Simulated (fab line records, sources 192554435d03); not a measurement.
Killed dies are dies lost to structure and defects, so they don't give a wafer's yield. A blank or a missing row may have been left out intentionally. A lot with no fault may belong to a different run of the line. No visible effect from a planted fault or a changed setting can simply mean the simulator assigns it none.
Split-lot trial / flow n5-finfet / on a route of 1938 steps: 7 lots, 39 wafers read

## THE SPLIT ITSELF
At N5_BEOL_M14_TRENCH_ETCH_34 (etches SiO2 in C4F8/O2/Ar, target depth 556.65 nm, time 126.9 s), the setting time-s was moved away from the recipe's 126.9 s on 15 of the 39 wafers read, by -54.2% to +56.4%. For the rest of the wafers, this setting stayed at what the recipe calls for.

## FROM THE SPLIT TO THE READING: what the file shows between them, 7 steps
- N5_BEOL_M14_STRIP_70: strips in C4F8/O2/Ar
- N5_BEOL_M14_OCD_MEAS_35
- N5_BEOL_M14_STRIP_37: strips in O2
- N5_BEOL_M14_ETCH_38: etches SiCN in CF4/N2, target depth 106.5 nm, time 120.6 s
- N5_BEOL_M14_ECD_47: material Cu, target thk 1248 nm
- N5_BEOL_M14_ANNEAL_48: time 90 s
- N5_BEOL_M14_CMP_49: polishes, stops on SiO2, t overpolish 5.2 s, target thk 560 nm

## THE READING
M14_THK, in nm, at N5_BEOL_M14_THK_MEAS_50 (measures by xrf). On this fab line, fault-free wafers typically give 555 nm with a standard deviation of 12 nm.

wafer=L079.1; tool, chamber at the split=rie-diel-06, 3; time-s as run, s=77.55; against the recipe=-38.9%; M14_THK, nm=346; against lot-mates on the recipe=-217
wafer=L079.2; tool, chamber at the split=rie-diel-06, 0; time-s as run, s=126.9; against the recipe=recipe; M14_THK, nm=558; against lot-mates on the recipe=-
wafer=L079.3; tool, chamber at the split=rie-diel-06, 2; time-s as run, s=77.55; against the recipe=-38.9%; M14_THK, nm=346; against lot-mates on the recipe=-217
wafer=L079.4; tool, chamber at the split=rie-diel-06, 3; time-s as run, s=126.9; against the recipe=recipe; M14_THK, nm=575; against lot-mates on the recipe=-
wafer=L079.5; tool, chamber at the split=rie-diel-06, 0; time-s as run, s=126.9; against the recipe=recipe; M14_THK, nm=557; against lot-mates on the recipe=-
wafer=L079.6; tool, chamber at the split=rie-diel-06, 2; time-s as run, s=77.55; against the recipe=-38.9%; M14_THK, nm=345; against lot-mates on the recipe=-218
wafer=L078.1; tool, chamber at the split=rie-diel-06, 1; time-s as run, s=198.5; against the recipe=+56.4%; M14_THK, nm=878; against lot-mates on the recipe=+318
wafer=L078.2; tool, chamber at the split=rie-diel-06, 2; time-s as run, s=126.9; against the recipe=recipe; M14_THK, nm=563; against lot-mates on the recipe=-
wafer=L078.3; tool, chamber at the split=rie-diel-06, 0; time-s as run, s=126.9; against the recipe=recipe; M14_THK, nm=558; against lot-mates on the recipe=-
wafer=L078.4; tool, chamber at the split=rie-diel-06, 3; time-s as run, s=198.5; against the recipe=+56.4%; M14_THK, nm=871; against lot-mates on the recipe=+311
wafer=L078.5; tool, chamber at the split=rie-diel-06, 1; time-s as run, s=126.9; against the recipe=recipe; M14_THK, nm=560; against lot-mates on the recipe=-
wafer=L078.6; tool, chamber at the split=rie-diel-06, 0; time-s as run, s=198.5; against the recipe=+56.4%; M14_THK, nm=864; against lot-mates on the recipe=+304
wafer=L086.1; tool, chamber at the split=rie-diel-03, 2; time-s as run, s=126.9; against the recipe=recipe; M14_THK, nm=534; against lot-mates on the recipe=-
wafer=L086.2; tool, chamber at the split=rie-diel-03, 0; time-s as run, s=126.9; against the recipe=recipe; M14_THK, nm=536; against lot-mates on the recipe=-
wafer=L086.3; tool, chamber at the split=rie-diel-03, 3; time-s as run, s=126.9; against the recipe=recipe; M14_THK, nm=550; against lot-mates on the recipe=-
wafer=L086.4; tool, chamber at the split=rie-diel-03, 1; time-s as run, s=126.9; against the recipe=recipe; M14_THK, nm=548; against lot-mates on the recipe=-
wafer=L086.5; tool, chamber at the split=rie-diel-03, 1; time-s as run, s=126.9; against the recipe=recipe; M14_THK, nm=550; against lot-mates on the recipe=-
wafer=L086.6; tool, chamber at the split=rie-diel-03, 0; time-s as run, s=126.9; against the recipe=recipe; M14_THK, nm=537; against lot-mates on the recipe=-
wafer=L087.1; tool, chamber at the split=rie-diel-06, 0; time-s as run, s=65.83; against the recipe=-48.1%; M14_THK, nm=293; against lot-mates on the recipe=-271
wafer=L087.2; tool, chamber at the split=rie-diel-06, 2; time-s as run, s=126.9; against the recipe=recipe; M14_THK, nm=562; against lot-mates on the recipe=-
wafer=L087.3; tool, chamber at the split=rie-diel-06, 1; time-s as run, s=126.9; against the recipe=recipe; M14_THK, nm=567; against lot-mates on the recipe=-
wafer=L087.4; tool, chamber at the split=rie-diel-06, 3; time-s as run, s=65.83; against the recipe=-48.1%; M14_THK, nm=289; against lot-mates on the recipe=-275
wafer=L087.5; tool, chamber at the split=rie-diel-06, 3; time-s as run, s=65.83; against the recipe=-48.1%; M14_THK, nm=294; against lot-mates on the recipe=-270
wafer=L087.6; tool, chamber at the split=rie-diel-06, 2; time-s as run, s=126.9; against the recipe=recipe; M14_THK, nm=563; against lot-mates on the recipe=-
wafer=L090.1; tool, chamber at the split=rie-diel-06, 0; time-s as run, s=126.9; against the recipe=recipe; M14_THK, nm=554; against lot-mates on the recipe=-
wafer=L090.2; tool, chamber at the split=rie-diel-06, 3; time-s as run, s=126.9; against the recipe=recipe; M14_THK, nm=563; against lot-mates on the recipe=-
wafer=L090.4; tool, chamber at the split=rie-diel-06, 2; time-s as run, s=126.9; against the recipe=recipe; M14_THK, nm=561; against lot-mates on the recipe=-
wafer=L094.1; tool, chamber at the split=rie-diel-03, 2; time-s as run, s=80.76; against the recipe=-36.4%; M14_THK, nm=348; against lot-mates on the recipe=-208
wafer=L094.2; tool, chamber at the split=rie-diel-03, 0; time-s as run, s=126.9; against the recipe=recipe; M14_THK, nm=552; against lot-mates on the recipe=-
wafer=L094.3; tool, chamber at the split=rie-diel-03, 3; time-s as run, s=80.76; against the recipe=-36.4%; M14_THK, nm=353; against lot-mates on the recipe=-203
wafer=L094.4; tool, chamber at the split=rie-diel-03, 1; time-s as run, s=126.9; against the recipe=recipe; M14_THK, nm=566; against lot-mates on the recipe=-
wafer=L094.5; tool, chamber at the split=rie-diel-03, 3; time-s as run, s=126.9; against the recipe=recipe; M14_THK, nm=551; against lot-mates on the recipe=-
wafer=L094.6; tool, chamber at the split=rie-diel-03, 2; time-s as run, s=80.76; against the recipe=-36.4%; M14_THK, nm=348; against lot-mates on the recipe=-208
wafer=L093.1; tool, chamber at the split=rie-diel-06, 3; time-s as run, s=126.9; against the recipe=recipe; M14_THK, nm=562; against lot-mates on the recipe=-
wafer=L093.2; tool, chamber at the split=rie-diel-06, 2; time-s as run, s=126.9; against the recipe=recipe; M14_THK, nm=567; against lot-mates on the recipe=-
wafer=L093.3; tool, chamber at the split=rie-diel-06, 1; time-s as run, s=58.17; against the recipe=-54.2%; M14_THK, nm=263; against lot-mates on the recipe=-300
wafer=L093.4; tool, chamber at the split=rie-diel-06, 0; time-s as run, s=126.9; against the recipe=recipe; M14_THK, nm=559; against lot-mates on the recipe=-
wafer=L093.5; tool, chamber at the split=rie-diel-06, 0; time-s as run, s=58.17; against the recipe=-54.2%; M14_THK, nm=258; against lot-mates on the recipe=-305
wafer=L093.6; tool, chamber at the split=rie-diel-06, 3; time-s as run, s=58.17; against the recipe=-54.2%; M14_THK, nm=262; against lot-mates on the recipe=-301

THE FIT
A straight line over all 39 wafers: M14_THK changes by +5.52 nm for each +1% of time-s; r = +1.00; the points scatter about the line by 8.6 nm.
The same after taking each lot's own level away (the mean of its wafers on the recipe; 39 wafers): +5.58 nm for each +1%; r = +1.00; scatter 5.2 nm.
Per that fit: largest time-s move, reading shift of 3.1e+02 nm.
From 542.5 to 564.0 nm: that is the span of the lots' own levels, equal to 1.8 times the standard deviation above.
Consequently the slope shifts little with the lot-to-lot level, the two slopes agreeing.
Check: with one of the wafers moved furthest among these (+56.4%) left out of the fit, the line predicts +313 nm for it against its lot-mates. It came out at +318 nm against them.

## THE OTHER SPLITS THESE WAFERS WENT THROUGH
Note: prior to the reading, these wafers also went through further splits. Each is held against what the fit with the lots' levels taken away leaves over:
other split on the same wafers=N5_BEOL_M9_TRENCH_ETCH_37 target-depth-a; wafers away from the commonest value=9; r with M14_THK (lot level and that fit taken away)=+0.07

## THE WHOLE CHAIN: every reading that the file lists as answering this split, in the file's order
step=N5_BEOL_M14_TRENCH_ETCH_34; what it does=etches SiO2 in C4F8/O2/Ar, target depth 556.65 nm, time 126.9 s; reading=etch.depth-nm (the simulator's own value, which no gauge read); change (the file's fit)=+5.65 nm for each +1% of the setting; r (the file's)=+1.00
step=N5_BEOL_M14_OCD_MEAS_35; what it does=; reading=trench-depth-nm; change (the file's fit)=+5.65 nm for each +1% of the setting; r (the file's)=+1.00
step=N5_BEOL_M14_CMP_49; what it does=polishes, stops on SiO2, t overpolish 5.2 s, target thk 560 nm; reading=Cu_of_BEOL_M14_ECD_47.thk-nm (the simulator's own value, which no gauge read); change (the file's fit)=+5.65 nm for each +1% of the setting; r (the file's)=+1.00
step=N5_BEOL_M14_THK_MEAS_50; what it does=measures by xrf; reading=M14_THK; change (the file's fit)=+5.59 for each +1% of the setting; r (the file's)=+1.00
step=N5_BEOL_M14_RS_MEAS_54; what it does=measures by four-point-probe; reading=M14_RS; change (the file's fit)=not straight: 0.0730 at the lowest setting, 0.0329 at the recipe, 0.0208 at the highest; r (the file's)=not given

## THE FILE'S OWN FIT
M14_THK changes by +5.59 nm for each +1% of time-s, r = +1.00.
